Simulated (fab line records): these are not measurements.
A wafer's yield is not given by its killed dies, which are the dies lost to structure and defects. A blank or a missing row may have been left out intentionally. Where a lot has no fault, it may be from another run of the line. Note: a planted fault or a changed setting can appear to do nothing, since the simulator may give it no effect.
Chamber matching -- flow n5Finfet -- N5_GATE_CUT_ETCH_28 on rieDiel-06: 4 sister chambers
The step etches underlayer in N2/H2, target depth 13 nm, time 10.4 s. 18 wafers are shown with their chamber, then 9 later ones without.

## EACH WAFER AND ITS CHAMBER
wafer,chamber,drypumpMotorCurrentA (A),showerheadPlenumPTorr (Torr),throttleValvePct (%)
L074.3,3,5.2,2.60,18.05
L074.4,2,6.4,2.45,17.89
L074.5,3,5.2,2.60,18.07
L075.2,0,6.4,2.63,18.20
L075.4,1,5.2,2.62,17.99
L075.6,2,6.5,2.45,17.93
L081.1,3,5.2,2.59,18.09
L081.3,1,5.2,2.61,17.99
L081.4,2,6.4,2.45,17.91
L082.3,1,5.2,2.61,18.00
L082.5,3,5.2,2.59,18.09
L082.6,0,6.4,2.62,18.22
L087.3,0,6.4,2.62,18.21
L087.4,1,5.2,2.61,18.00
L087.6,3,5.2,2.59,18.10
L088.3,1,5.2,2.61,18.01
L088.5,0,6.4,2.62,18.22
L088.6,1,5.2,2.61,18.00

SIGNATURES (means of the wafers above)
reading,chamber 0,chamber 1,chamber 2,chamber 3,scatter within a chamber
drypumpMotorCurrentA,6.400,5.200,6.433,5.200,0.0218
showerheadPlenumPTorr,2.6225,2.6117,2.4500,2.5940,0.00446
throttleValvePct,18.2125,17.9983,17.9100,18.0800,0.0145
Rule: for each reading, subtract the chamber's mean from the wafer's reading, divide by that reading's scatter and square the result; add these up over the readings and take the root, which gives the wafer's distance from the chamber. If the next closest chamber is less than 2 further off than the closest, the wafer can't be placed; otherwise it belongs to the closest. The scatter is the square root of a quotient: the sum, over the shown wafers, of each reading's squared deviation from its chamber's mean, divided by wafers minus chambers.

## WAFERS WHOSE CHAMBER IS MISSING
wafer,drypumpMotorCurrentA (A),showerheadPlenumPTorr (Torr),throttleValvePct (%)
L089.2,6.4,2.62,18.23
L089.4,5.2,2.58,18.11
L089.5,5.2,2.61,18.01
L092.2,5.2,2.61,18.00
L092.3,6.4,2.44,17.95
L092.4,6.4,2.44,17.97
L096.1,6.4,2.61,18.26
L096.3,5.2,2.58,18.14
L096.6,5.2,2.58,18.15

## WHICH CHAMBER EACH ONE RAN IN
wafer,from the rows above,in truth
L089.2,0,0
L089.4,3,3
L089.5,1,1
L092.2,1,1
L092.3,2,2
L092.4,2,2
L096.1,0,0
L096.3,3,3
L096.6,3,3
9 of 9 placed correctly. From these rows, 0 cannot be placed. 0 placed wrongly.
